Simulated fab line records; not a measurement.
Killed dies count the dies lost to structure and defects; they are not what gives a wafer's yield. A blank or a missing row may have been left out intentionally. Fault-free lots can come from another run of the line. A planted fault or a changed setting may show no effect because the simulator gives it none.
Chamber matching ; flow nandHarc ; 3 sister chambers for NHARC_A_STAIRCASE_DEP_322 on pecvd-01
The step deposits SiO2, target thk 7200 nm. 6 wafers are shown with their chamber, then 9 later ones without.

## WAFERS WITH THEIR CHAMBER
wafer;chamber;heaterPowerW (W);heaterPowerOuterW (W)
L085.1;0;729;434
L088.4;1;590;339
L088.6;2;624;357
L091.2;1;641;372
L091.4;2;587;331
L091.5;0;632;356

## WAFERS WITH NO CHAMBER GIVEN
wafer;heaterPowerW (W);heaterPowerOuterW (W)
L092.4;632;364
L092.5;594;348
L092.6;635;356
L094.2;692;414
L094.4;642;358
L094.5;611;357
L095.1;752;467
L095.2;637;379
L095.5;578;336

## WHICH CHAMBER EACH ONE RAN IN
wafer;from the rows above;in truth
L092.4;can't be placed: 1 or 2 or 0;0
L092.5;can't be placed: 2 or 1 or 0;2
L092.6;can't be placed: 1 or 2 or 0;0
L094.2;can't be placed: 0 or 1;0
L094.4;can't be placed: 1 or 2 or 0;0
L094.5;can't be placed: 1 or 2 or 0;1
L095.1;can't be placed: 0 or 1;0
L095.2;can't be placed: 1 or 0 or 2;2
L095.5;can't be placed: 2 or 1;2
Correct placement for 0 of the 9. Cannot be placed on the basis of these rows: 9; the candidates contain the true chamber in 9. Number placed wrongly: 0.
How it was worked out, from the rows above alone: a wafer's distance from a chamber is the root of the sum, over the readings, of the square of ((its reading less the chamber's mean) divided by the reading's scatter). The wafer belongs to the nearest chamber; if the next one is less than 2 further off, it can't be placed. The mean given for a chamber averages the wafers shown for that chamber. How the scatter is found: for the shown wafers, subtract from each reading the mean of its chamber, square and add these, divide the total by (wafers less chambers), then take the root.
